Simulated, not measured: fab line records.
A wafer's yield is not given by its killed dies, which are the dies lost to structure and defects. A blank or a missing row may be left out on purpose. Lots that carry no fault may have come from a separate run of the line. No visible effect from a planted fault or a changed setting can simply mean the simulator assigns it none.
fab line records	flow n5_finfet
record lots=24	wafers=72	last_day=20
route steps=1938 shown BEOL_M10@1472
lots with no fault: from the same line, run without faults
start_h: hours from the record's first day to the start of the lot's first wafer shown	wait_h: time in hours since the lot's previous step	" unchanged from the row above	L1.1+2: a row that stands for several wafers	- no value, or no start given	* or withheld: withheld	< > ~ a bound
route shown NAME@n: a module of which the file shows steps, and the number in the route of the first	usual: mean and standard deviation over wafers with no fault	same: alike in all rows	chamber/n: place in a boat	sites: readings site by site	_std_site: their standard deviation	_edge_site: inner sites' mean taken away from outer sites' mean	radius_mm: for every site, how far away it sits from the centre of the wafer	mask NAME#n: copy n	behind: tool/chamber where the wafer was last shaped	hold: why the lot was held/for how many hours/how that ended	device: the n, p or np transistor that did not switch	end of line: the tests these same wafers got at the end of their route	for a step that has no rows: nothing shown but its recipe	killed: not the wafer's yield, but the dies lost to structure and defects at the first sort	map: a wafer's dies, marking killed ones x, the rest . and places with no die _
set.NAME: setting as actually run; set.NAME@STEP: the setting as run at that earlier step	model.NAME: the simulator's own value behind a step, which no gauge read
a sample of lots followed through the steps of the route, with each step as a table and each wafer as a row
services: the hour from which a tool's chamber was out of use, counted from the record's first day as start_h (under 0 if before that day), plus the number of hours and why
## steps
# step N5_BEOL_M10_THK_MEAS_01
# recipe reads=SiCOH_lowk_of_BEOL_M10_ILD_DEP_00
# usual M10_ILD_THK=269/3.4
lot.wafer	tool	chamber	start_h	wait_h	M10_ILD_THK[nm]
L076.3	film_metro-01	-	259.02	0.3	267
L076.4	"	-	"	"	274
L076.5	"	-	"	"	270
L078.1	film_metro-01	-	268.56	0.4	269
L078.3	"	-	"	"	269
L078.5	"	-	"	"	270
L074.2	film_metro-01	-	271.95	0.4	273
L074.3	"	-	"	"	268
L074.4	"	-	"	"	275
L077.3	film_metro-02	-	276.62	0.3	265
L077.4	"	-	"	"	270
L077.5	"	-	"	"	271
L079.3	film_metro-02	-	280.75	0.3	267
L079.4	"	-	"	"	268
L079.6	"	-	"	"	274
L080.2	film_metro-01	-	281.41	0.4	266
L080.4	"	-	"	"	270
L080.6	"	-	"	"	271
L075.1	film_metro-02	-	285.53	0.4	272
L075.4	"	-	"	"	271
L075.5	"	-	"	"	274
L081.2	film_metro-01	-	299.07	0.4	267
L081.3	"	-	"	"	268
L081.5	"	-	"	"	269
L083.1	film_metro-01	-	302.46	0.4	261
L083.2	"	-	"	"	267
L083.6	"	-	"	"	271
L082.1	film_metro-02	-	302.55	0.4	268
L082.4	"	-	"	"	273
L082.6	"	-	"	"	272
L086.2	film_metro-02	-	330.18	0.4	265
L086.3	"	-	"	"	266
L086.4	"	-	"	"	270
L084.2	film_metro-01	-	337.55	0.4	264
L084.4	"	-	"	"	272
L084.5	"	-	"	"	269
L085.1	film_metro-02	-	337.83	0.4	265
L085.3	"	-	"	"	266
L085.6	"	-	"	"	269
L087.3	film_metro-01	-	340.17	0.3	270
L087.4	"	-	"	"	269
L087.5	"	-	"	"	272
L088.3	film_metro-01	-	355.99	0.5	266
L088.5	"	-	"	"	265
L088.6	"	-	"	"	271
L089.1	film_metro-02	-	356.95	0.8	271
L089.3	"	-	"	"	268
L089.4	"	-	"	"	272
L091.3	film_metro-02	-	357.99	0.5	272
L091.4	"	-	"	"	270
L091.5	"	-	"	"	270
L094.2	film_metro-02	-	363.54	0.4	265
L094.3	"	-	"	"	276
L094.6	"	-	"	"	271
L090.1	film_metro-02	-	366.43	0.4	265
L090.2	"	-	"	"	266
L090.6	"	-	"	"	271
L092.1	film_metro-02	-	373.12	0.4	266
L092.3	"	-	"	"	273
L092.6	"	-	"	"	274
L093.3	film_metro-02	-	375.83	0.3	266
L093.5	"	-	"	"	271
L093.6	"	-	"	"	269
L096.1	film_metro-02	-	400.09	0.4	266
L096.2	"	-	"	"	266
L096.4	"	-	"	"	271
L095.1	film_metro-02	-	401.64	0.4	265
L095.2	"	-	"	"	260
L095.3	"	-	"	"	263
L097.3	film_metro-02	-	427.20	0.5	262
L097.5	"	-	"	"	270
L097.6	"	-	"	"	268
# step N5_BEOL_M10_PECVD_70
# recipe material=SiO2	target_thk_a=200	temp_c=400	precursor=TEOS/O2	pressure_torr=5.5	rf_w=450	teos_flow_sccm=53.8	gas=O2	flow_sccm=3000	time_s=22.7
# usual heater_power_outer_w=424/56	heater_power_w=727/87	rf_fwd_power_W=444.7/2.1	showerhead_plenum_p_Torr=8.75/0.087	throttle_valve_pct=22.3/0.96
lot.wafer	tool	chamber	start_h	wait_h	heater_power_outer_w	heater_power_w	rf_fwd_power_W	showerhead_plenum_p_Torr	throttle_valve_pct
L076.3	pecvd-02	2	259.05	0.0	458	850	442.2	8.62	23.0
L076.4	"	1	"	"	444	738	445.3	8.85	22.3
L076.5	"	0	"	"	552	839	444.5	8.83	23.8
L078.1	pecvd-04	2	268.60	0.0	364	619	443.8	8.72	21.1
L078.3	"	0	"	"	368	579	443.5	8.77	23.3
L078.5	"	1	"	"	362	664	447.3	8.83	21.2
L074.2	pecvd-02	2	271.99	0.0	460	848	440.6	8.61	22.9
L074.3	"	0	"	"	494	791	447.4	8.83	23.2
L074.4	"	1	"	"	499	812	444.5	8.85	22.3
L077.3	pecvd-01	0	276.65	0.0	378	660	445.8	8.79	23.3
L077.4	"	2	"	"	434	666	441.9	8.69	21.9
L077.5	"	1	"	"	336	669	445.5	8.62	21.1
L079.3	pecvd-01	0	280.80	0.1	457	786	444.5	8.76	23.5
L079.4	"	2	"	"	371	597	444.3	8.71	21.7
L079.6	"	0	"	"	455	783	445.0	8.77	23.6
L080.2	pecvd-04	0	281.44	0.0	353	569	444.0	8.76	23.6
L080.4	"	2	"	"	425	710	447.3	8.74	20.8
L080.6	"	1	"	"	456	730	446.6	8.80	21.1
L075.1	pecvd-02	2	285.57	0.0	374	762	441.4	8.64	23.1
L075.4	"	0	"	"	547	829	447.3	8.84	23.1
L075.5	"	1	"	"	505	795	447.4	8.86	22.4
L081.2	pecvd-01	1	299.11	0.0	322	681	447.9	8.65	21.1
L081.3	"	1	"	"	333	673	447.5	8.64	21.4
L081.5	"	0	"	"	461	782	442.2	8.80	23.7
L083.1	pecvd-01	1	302.50	0.0	380	755	448.9	8.62	21.3
L083.2	"	0	"	"	382	677	443.1	8.79	23.6
L083.6	"	1	"	"	389	752	447.0	8.64	21.2
L082.1	pecvd-02	1	302.59	0.0	441	721	444.5	8.85	22.3
L082.4	"	1	"	"	431	742	442.4	8.83	22.4
L082.6	"	0	"	"	491	787	444.4	8.84	23.1
L086.2	pecvd-04	2	330.22	0.0	418	706	444.1	8.72	21.1
L086.3	"	1	"	"	347	613	445.7	8.81	21.5
L086.4	"	2	"	"	440	732	443.4	8.73	21.1
L084.2	pecvd-02	2	337.59	0.0	486	889	442.2	8.60	23.0
L084.4	"	1	"	"	369	651	448.2	8.85	22.2
L084.5	"	0	"	"	554	861	445.6	8.83	23.4
L085.1	pecvd-01	0	337.87	0.0	400	688	442.1	8.79	23.7
L085.3	"	1	"	"	403	766	445.4	8.65	21.1
L085.6	"	1	"	"	401	748	444.4	8.64	20.9
L087.3	pecvd-02	0	340.20	0.0	581	887	444.2	8.86	23.4
L087.4	"	1	"	"	487	790	448.1	8.84	22.4
L087.5	"	2	"	"	428	800	440.0	8.62	22.8
L088.3	pecvd-02	2	356.05	0.1	449	853	443.2	8.62	22.5
L088.5	"	1	"	"	414	685	446.4	8.88	22.5
L088.6	"	2	"	"	454	844	441.4	8.60	22.8
L089.1	pecvd-02	1	356.99	0.0	405	694	447.6	8.85	22.5
L089.3	"	2	"	"	509	882	441.0	8.61	23.1
L089.4	"	1	"	"	417	702	448.5	8.88	22.5
L091.3	pecvd-02	2	358.04	0.1	438	810	440.5	8.61	22.6
L091.4	"	1	"	"	476	784	446.7	8.86	22.6
L091.5	"	2	"	"	446	809	441.4	8.60	23.0
L094.2	pecvd-04	2	363.58	0.0	421	688	445.3	8.74	21.4
L094.3	"	2	"	"	406	673	443.8	8.75	21.2
L094.6	"	1	"	"	445	779	445.1	8.82	21.6
L090.1	pecvd-01	1	366.47	0.0	399	747	446.2	8.62	21.0
L090.2	"	2	"	"	377	591	442.7	8.71	21.8
L090.6	"	2	"	"	375	597	444.4	8.72	21.8
L092.1	pecvd-04	2	373.16	0.0	416	724	445.5	8.73	21.1
L092.3	"	1	"	"	416	697	447.3	8.86	21.4
L092.6	"	0	"	"	372	589	444.8	8.78	21.0
L093.3	pecvd-01	2	375.87	0.0	387	606	444.7	8.71	21.8
L093.5	"	2	"	"	374	605	445.4	8.69	22.2
L093.6	"	0	"	"	395	676	441.8	8.77	23.8
L096.1	pecvd-04	0	400.13	0.0	321	504	445.0	8.78	20.8
L096.2	"	1	"	"	362	641	446.9	8.82	21.6
L096.4	"	0	"	"	312	520	443.5	8.81	20.9
L095.1	pecvd-01	0	401.68	0.0	412	726	444.0	8.80	23.7
L095.2	"	1	"	"	318	652	446.9	8.63	21.2
L095.3	"	2	"	"	441	681	442.4	8.70	21.9
L097.3	pecvd-04	2	427.23	0.0	427	722	445.6	8.73	21.2
L097.5	"	1	"	"	453	754	446.1	8.81	21.3
L097.6	"	0	"	"	377	583	442.3	8.80	21.1
# step N5_BEOL_M10_STRIP_36
# recipe chemistry=N2/H2	power_w=450	temp_c=40	pressure_mtorr=20	rf_frequency_hz=6e+07	overash_fraction=0.3	bias_power_w=7	h2_frac=0.5	n2_flow_sccm=200	h2_flow_sccm=200
# usual drypump_motor_current_A=5.8/0.51	oes_product_au=0.81/0.1	rf_vpp_V=59.3/1.8	showerhead_plenum_p_Torr=2.56/0.11	throttle_valve_pct=23.5/0.43
lot.wafer	tool	chamber	start_h	wait_h	drypump_motor_current_A	oes_product_au	rf_hours_counter_h	rf_vpp_V	showerhead_plenum_p_Torr	throttle_valve_pct
L076.3	rie_diel-06	1	261.14	0.0	5.2	0.67	222	61.6	2.61	23.4
L076.4	"	2	"	"	6.2	0.66	243	59.9	2.61	24.0
L076.5	"	3	"	"	6.8	0.68	-	58.0	2.61	23.7
L078.1	rie_diel-03	2	273.18	0.0	5.6	0.70	211	56.6	2.41	23.6
L078.3	"	3	"	"	6.1	1.02	0	60.1	2.71	23.1
L078.5	"	3	"	"	6.1	1.02	-	61.9	2.71	23.1
L074.2	rie_diel-02	3	277.57	0.0	6.3	0.70	218	56.8	2.41	23.5
L074.3	"	2	"	"	5.2	0.95	14	56.9	2.47	23.4
L074.4	"	0	"	"	6.0	0.88	51	62.2	2.69	23.0
L077.3	rie_diel-03	0	281.55	0.0	4.8	0.87	38	60.8	2.48	23.2
L077.4	"	1	"	"	6.0	0.73	200	57.8	2.63	24.4
L077.5	"	3	"	"	6.1	0.97	-	59.9	2.71	23.1
L079.3	rie_diel-02	2	283.85	0.0	5.2	0.90	17	60.1	2.47	23.4
L079.4	"	0	"	"	6.1	0.87	-	57.6	2.69	23.0
L079.6	"	2	"	"	5.2	0.93	-	59.8	2.47	23.4
L080.2	rie_diel-06	1	286.12	0.0	5.2	0.67	232	59.4	2.60	23.4
L080.4	"	0	"	"	5.9	0.71	-	59.5	2.61	23.9
L080.6	"	2	"	"	6.2	0.67	-	60.6	2.61	24.0
L075.1	rie_diel-02	3	290.41	0.0	6.3	0.69	223	59.1	2.41	23.4
L075.4	"	2	"	"	5.2	0.93	-	62.0	2.47	23.4
L075.5	"	3	"	"	6.3	0.70	-	60.5	2.41	23.4
L081.2	rie_diel-02	0	302.04	0.0	6.1	0.87	61	62.4	2.68	23.0
L081.3	"	2	"	"	5.2	0.91	23	59.1	2.47	23.4
L081.5	"	0	"	"	6.1	0.87	-	58.8	2.68	23.0
L083.1	rie_diel-02	3	307.36	0.0	6.4	0.69	229	60.9	2.41	23.4
L083.2	"	0	"	"	6.1	0.85	63	57.4	2.68	23.0
L083.6	"	3	"	"	6.4	0.68	-	59.0	2.41	23.4
L082.1	rie_diel-06	3	307.87	0.0	6.8	0.95	9	57.1	2.60	23.4
L082.4	"	3	"	"	6.8	0.95	-	60.1	2.60	23.4
L082.6	"	0	"	"	5.9	0.70	-	55.6	2.61	23.9
L086.2	rie_diel-03	1	334.76	0.0	6.0	0.72	217	62.0	2.62	24.4
L086.3	"	3	"	"	6.1	0.93	21	57.3	2.70	23.1
L086.4	"	2	"	"	5.7	0.68	232	58.0	2.40	23.6
L084.2	rie_diel-03	3	339.79	0.0	6.1	0.94	23	62.9	2.70	23.1
L084.4	"	2	"	"	5.7	0.69	234	58.6	2.39	23.7
L084.5	"	3	"	"	6.1	0.92	-	59.7	2.70	23.1
L085.1	rie_diel-03	1	340.33	0.0	6.0	0.72	218	56.6	2.62	24.5
L085.3	"	2	"	"	5.6	0.67	234	57.5	2.40	23.6
L085.6	"	3	"	"	6.1	0.93	-	58.9	2.70	23.1
L087.3	rie_diel-02	3	342.94	0.0	6.4	0.69	242	60.1	2.41	23.5
L087.4	"	1	"	"	5.5	0.91	18	60.7	2.50	24.0
L087.5	"	2	"	"	5.2	0.88	-	60.5	2.46	23.4
L089.1	rie_diel-06	2	360.30	0.0	6.2	0.92	21	62.7	2.60	23.8
L089.3	"	3	"	"	6.8	0.91	30	57.9	2.59	23.4
L089.4	"	3	"	"	6.8	0.90	-	59.1	2.59	23.5
L088.3	rie_diel-03	3	360.37	0.0	6.1	0.93	30	59.4	2.70	23.1
L088.5	"	0	"	"	4.8	0.84	-	59.1	2.47	23.3
L088.6	"	1	"	"	5.9	0.72	-	58.8	2.62	24.5
L091.3	rie_diel-02	3	360.51	0.0	6.3	0.68	249	59.1	2.40	23.5
L091.4	"	2	"	"	5.2	0.88	44	58.2	2.46	23.4
L091.5	"	0	"	"	6.1	0.82	-	59.5	2.68	23.0
L094.2	rie_diel-03	3	365.76	0.0	6.2	0.91	33	59.4	2.69	23.1
L094.3	"	2	"	"	5.6	0.68	241	57.3	2.39	23.7
L094.6	"	2	"	"	5.6	0.68	-	59.8	2.39	23.7
L090.1	rie_diel-02	2	369.50	0.0	5.2	0.88	48	60.8	2.46	23.4
L090.2	"	1	"	"	5.5	0.91	29	60.9	2.50	24.0
L090.6	"	1	"	"	5.5	0.89	-	62.8	2.50	24.0
L092.1	rie_diel-03	0	376.50	0.0	4.9	0.82	69	56.9	2.47	23.3
L092.3	"	3	"	"	6.2	0.90	36	61.5	2.69	23.1
L092.6	"	1	"	"	5.9	0.71	-	64.2	2.61	24.5
L093.3	rie_diel-06	1	379.62	0.0	5.2	0.93	9	59.7	2.59	23.3
L093.5	"	2	"	"	6.2	0.89	-	58.3	2.59	23.8
L093.6	"	3	"	"	6.8	0.88	-	59.7	2.59	23.5
L095.1	rie_diel-02	2	407.49	0.0	5.2	0.84	61	59.9	2.45	23.4
L095.2	"	1	"	"	5.5	0.88	41	56.0	2.49	24.0
L095.3	"	0	"	"	6.1	0.81	100	58.8	2.67	23.0
L096.1	rie_diel-03	3	407.87	0.0	6.1	0.88	48	57.8	2.69	23.1
L096.2	"	1	"	"	5.9	0.72	245	60.0	2.61	24.5
L096.4	"	1	"	"	5.9	0.71	-	55.2	2.61	24.5
L097.3	rie_diel-03	0	430.01	0.0	4.9	0.79	85	58.2	2.46	23.3
L097.5	"	3	"	"	6.1	0.86	-	58.5	2.68	23.2
L097.6	"	0	"	"	4.9	0.81	-	59.7	2.46	23.3
# step N5_BEOL_M10_DEGAS_44
# recipe ambient=vacuum	temp_c=250	time_s=60
# usual heater_power_w=339/48
lot.wafer	tool	chamber	start_h	wait_h	heater_power_w
L076.3	pvd_sputter-01	-	261.95	0.2	327
L076.4	"	-	"	"	313
L076.5	"	-	"	"	352
L078.1	pvd_sputter-01	-	274.39	0.4	318
L078.3	"	-	"	"	284
L078.5	"	-	"	"	288
L074.2	pvd_sputter-03	-	278.56	0.3	272
L074.3	"	-	"	"	422
L074.4	"	-	"	"	320
L077.3	pvd_sputter-03	-	282.57	0.5	428
L077.4	"	-	"	"	341
L077.5	"	-	"	"	340
L079.3	pvd_sputter-03	-	286.23	1.8	323
L079.4	"	-	"	"	338
L079.6	"	-	"	"	311
L080.2	pvd_sputter-02	-	286.90	0.3	295
L080.4	"	-	"	"	358
L080.6	"	-	"	"	363
L075.1	pvd_sputter-03	-	291.23	0.4	320
L075.4	"	-	"	"	282
L075.5	"	-	"	"	417
L081.2	pvd_sputter-02	-	304.23	1.4	295
L081.3	"	-	"	"	442
L081.5	"	-	"	"	430
L083.1	pvd_sputter-03	-	308.38	0.3	316
L083.2	"	-	"	"	279
L083.6	"	-	"	"	342
L082.1	pvd_sputter-03	-	311.24	2.8	318
L082.4	"	-	"	"	335
L082.6	"	-	"	"	340
L086.2	pvd_sputter-01	-	335.64	0.3	293
L086.3	"	-	"	"	314
L086.4	"	-	"	"	352
L084.2	pvd_sputter-02	-	340.64	0.2	304
L084.4	"	-	"	"	303
L084.5	"	-	"	"	325
L085.1	pvd_sputter-03	-	341.94	1.1	427
L085.3	"	-	"	"	341
L085.6	"	-	"	"	439
L087.3	pvd_sputter-02	-	343.72	0.2	432
L087.4	"	-	"	"	364
L087.5	"	-	"	"	324
L089.1	pvd_sputter-01	-	361.31	0.5	287
L089.3	"	-	"	"	311
L089.4	"	-	"	"	345
L088.3	pvd_sputter-03	-	361.32	0.4	271
L088.5	"	-	"	"	278
L088.6	"	-	"	"	318
L091.3	pvd_sputter-03	-	361.40	0.2	317
L091.4	"	-	"	"	339
L091.5	"	-	"	"	314
L094.2	pvd_sputter-02	-	366.62	0.3	314
L094.3	"	-	"	"	355
L094.6	"	-	"	"	321
L090.1	pvd_sputter-01	-	370.47	0.5	319
L090.2	"	-	"	"	321
L090.6	"	-	"	"	357
L092.1	pvd_sputter-02	-	378.16	1.2	307
L092.3	"	-	"	"	316
L092.6	"	-	"	"	433
L093.3	pvd_sputter-02	-	380.48	0.3	319
L093.5	"	-	"	"	451
L093.6	"	-	"	"	303
L095.1	pvd_sputter-02	-	409.56	0.5	296
L095.2	"	-	"	"	352
L095.3	"	-	"	"	321
L096.1	pvd_sputter-02	-	410.26	0.8	294
L096.2	"	-	"	"	436
L096.4	"	-	"	"	360
L097.3	pvd_sputter-02	-	431.42	0.8	437
L097.5	"	-	"	"	352
L097.6	"	-	"	"	311
# step N5_BEOL_M10_ALD_74
# recipe material=TaN	target_thk_a=20	temp_c=275	ald_precursor_family=PDMAT	ald_co_reactant=NH3	pressure_torr=3	carrier_flow_sccm=1500	pulse_time_s=2	purge_time_s=3	co_reactant_purge_time_s=2	co_reactant_pulse_time_s=3	ald_cycles=40	precursor_vessel_temp_c=75	precursor_vessel_pressure_torr=26.25	precursor_vessel_carrier_sccm=1000
# usual heater_power_outer_w=220/28	heater_power_w=405/48
lot.wafer	tool	chamber	start_h	wait_h	heater_power_outer_w	heater_power_w
L076.3	ald_metal-02	3	262.15	0.1	244	417
L076.4	"	2	"	"	225	402
L076.5	"	0	"	"	270	501
L078.1	ald_metal-04	1	274.49	0.0	207	391
L078.3	"	2	"	"	198	375
L078.5	"	0	"	"	256	476
L074.2	ald_metal-04	1	278.66	0.0	206	394
L074.3	"	3	"	"	223	427
L074.4	"	0	"	"	256	469
L077.3	ald_metal-01	2	282.67	0.0	186	370
L077.4	"	0	"	"	223	408
L077.5	"	1	"	"	202	356
L079.3	ald_metal-04	1	286.34	0.0	206	387
L079.4	"	0	"	"	266	476
L079.6	"	3	"	"	235	423
L080.2	ald_metal-04	2	287.01	0.1	196	380
L080.4	"	3	"	"	232	436
L080.6	"	3	"	"	230	428
L075.1	ald_metal-01	0	291.46	0.2	224	405
L075.4	"	3	"	"	251	462
L075.5	"	1	"	"	206	365
L081.2	ald_metal-02	3	304.34	0.1	237	433
L081.3	"	2	"	"	231	393
L081.5	"	2	"	"	228	397
L083.1	ald_metal-02	0	308.55	0.1	275	509
L083.2	"	1	"	"	215	387
L083.6	"	0	"	"	272	498
L082.1	ald_metal-01	0	311.36	0.1	229	406
L082.4	"	1	"	"	200	361
L082.6	"	0	"	"	230	411
L086.2	ald_metal-01	2	335.74	0.0	188	354
L086.3	"	1	"	"	204	362
L086.4	"	0	"	"	235	414
L084.2	ald_metal-02	3	340.75	0.1	239	430
L084.4	"	3	"	"	239	424
L084.5	"	0	"	"	267	506
L085.1	ald_metal-02	3	342.07	0.1	236	418
L085.3	"	1	"	"	220	373
L085.6	"	0	"	"	275	504
L087.3	ald_metal-02	3	343.83	0.1	236	432
L087.4	"	0	"	"	272	503
L087.5	"	1	"	"	223	379
L088.3	ald_metal-04	2	361.42	0.0	202	375
L088.5	"	3	"	"	225	434
L088.6	"	0	"	"	261	468
L089.1	ald_metal-01	0	361.42	0.1	208	372
L089.3	"	1	"	"	193	350
L089.4	"	3	"	"	231	434
L091.3	ald_metal-01	1	361.68	0.2	190	335
L091.4	"	0	"	"	205	385
L091.5	"	1	"	"	190	344
L094.2	ald_metal-02	1	366.72	0.0	215	386
L094.3	"	3	"	"	245	433
L094.6	"	3	"	"	238	438
L090.1	ald_metal-01	2	370.57	0.0	173	342
L090.2	"	3	"	"	237	424
L090.6	"	0	"	"	201	377
L092.1	ald_metal-04	0	378.26	0.0	266	483
L092.3	"	3	"	"	228	416
L092.6	"	1	"	"	205	395
L093.3	ald_metal-01	1	380.58	0.0	186	342
L093.5	"	2	"	"	172	343
L093.6	"	1	"	"	194	340
L095.1	ald_metal-04	2	409.70	0.1	201	381
L095.2	"	3	"	"	228	439
L095.3	"	1	"	"	205	407
L096.1	ald_metal-01	1	410.36	0.0	195	332
L096.2	"	0	"	"	211	376
L096.4	"	3	"	"	240	429
L097.3	ald_metal-01	2	431.61	0.1	174	339
L097.5	"	0	"	"	209	382
L097.6	"	1	"	"	193	353
# step N5_BEOL_M10_ANNEAL_51
# recipe temp_c=225	time_s=90	ambient=N2
# usual wafer_temp_C_max=225.88/0.21
lot.wafer	tool	chamber	start_h	wait_h	wafer_temp_C_max
L076.3	rtp_anneal-01	0	263.29	0.1	225.98
L076.4	"	0	"	"	225.92
L076.5	"	0	"	"	226.05
L078.1	rtp_anneal-02	0	275.30	0.1	225.63
L078.3	"	0	"	"	225.55
L078.5	"	0	"	"	225.73
L074.2	rtp_anneal-01	0	279.65	0.3	225.84
L074.3	"	0	"	"	225.49
L074.4	"	0	"	"	225.88
L077.3	rtp_anneal-02	0	283.62	0.1	226.07
L077.4	"	0	"	"	226.22
L077.5	"	0	"	"	225.98
L079.3	rtp_anneal-02	0	287.21	0.1	225.97
L079.4	"	0	"	"	225.77
L079.6	"	0	"	"	225.66
L080.2	rtp_anneal-01	0	288.37	0.1	225.70
L080.4	"	0	"	"	225.45
L080.6	"	0	"	"	225.91
L075.1	rtp_anneal-01	0	292.54	0.1	226.14
L075.4	"	0	"	"	225.99
L075.5	"	0	"	"	225.96
L081.2	rtp_anneal-01	0	305.46	0.3	225.90
L081.3	"	0	"	"	226.23
L081.5	"	0	"	"	226.03
L083.1	rtp_anneal-02	0	310.89	0.1	225.68
L083.2	"	0	"	"	226.22
L083.6	"	0	"	"	225.97
L082.1	rtp_anneal-02	0	312.21	0.1	225.83
L082.4	"	0	"	"	225.89
L082.6	"	0	"	"	225.85
L086.2	rtp_anneal-02	0	336.76	0.4	225.79
L086.3	"	0	"	"	226.46
L086.4	"	0	"	"	225.67
L084.2	rtp_anneal-02	0	342.06	0.3	225.83
L084.4	"	0	"	"	225.90
L084.5	"	0	"	"	225.97
L085.1	rtp_anneal-01	0	343.15	0.1	225.67
L085.3	"	0	"	"	225.82
L085.6	"	0	"	"	225.67
L087.3	rtp_anneal-01	0	345.38	0.8	226.02
L087.4	"	0	"	"	225.96
L087.5	"	0	"	"	226.03
L089.1	rtp_anneal-01	0	362.40	0.2	225.70
L089.3	"	0	"	"	225.82
L089.4	"	0	"	"	225.82
L088.3	rtp_anneal-02	0	362.50	0.1	225.79
L088.5	"	0	"	"	225.66
L088.6	"	0	"	"	225.64
L091.3	rtp_anneal-01	0	363.03	0.2	225.91
L091.4	"	0	"	"	225.87
L091.5	"	0	"	"	225.97
L094.2	rtp_anneal-01	0	367.80	0.3	226.27
L094.3	"	0	"	"	226.11
L094.6	"	0	"	"	225.61
L090.1	rtp_anneal-02	0	371.98	0.4	226.08
L090.2	"	0	"	"	225.77
L090.6	"	0	"	"	226.09
L092.1	rtp_anneal-01	0	379.44	0.3	225.89
L092.3	"	0	"	"	226.01
L092.6	"	0	"	"	226.58
L093.3	rtp_anneal-02	0	381.67	0.5	225.46
L093.5	"	0	"	"	225.88
L093.6	"	0	"	"	225.45
L095.1	rtp_anneal-02	0	411.10	0.1	226.02
L095.2	"	0	"	"	225.78
L095.3	"	0	"	"	225.91
L096.1	rtp_anneal-02	0	411.78	0.1	225.94
L096.2	"	0	"	"	225.89
L096.4	"	0	"	"	225.66
L097.3	rtp_anneal-02	0	432.59	0.1	225.98
L097.5	"	0	"	"	225.75
L097.6	"	0	"	"	226.05
## services
tool	chamber	start_h	hours	kind
pecvd-01	-	236.93	14.6	pm
pecvd-02	0	241.45	3.9	repair
rie_diel-03	3	245.80	5.4	repair
rie_diel-03	3	251.28	-	clean
rie_diel-03	3	251.28	-	consumable_replace:focus_ring
rie_diel-03	3	251.28	-	consumable_replace:showerhead
rie_diel-03	3	251.28	21.2	scheduled_down
rie_diel-03	3	251.28	21.2	vent_cycle
pecvd-01	-	266.95	2.8	pm
pecvd-01	1	278.52	4.2	repair
pecvd-01	2	284.94	19.7	repair
pecvd-04	-	296.71	4.4	repair
ald_metal-02	-	299.15	0.8	repair
rie_diel-02	-	336.28	0.6	repair
ald_metal-02	2	336.92	11.1	repair
ald_metal-01	-	337.25	14.0	pm
pecvd-02	0	355.07	39.7	repair
pvd_sputter-01	-	376.86	2.8	repair
rie_diel-06	0	391.80	48.8	repair
rie_diel-06	1	404.37	14.4	repair
ald_metal-04	0	409.65	7.3	repair
ald_metal-04	-	411.22	28.1	pm
ald_metal-01	-	411.30	1.0	repair
ald_metal-02	2	429.50	3.8	repair
## key
fault none
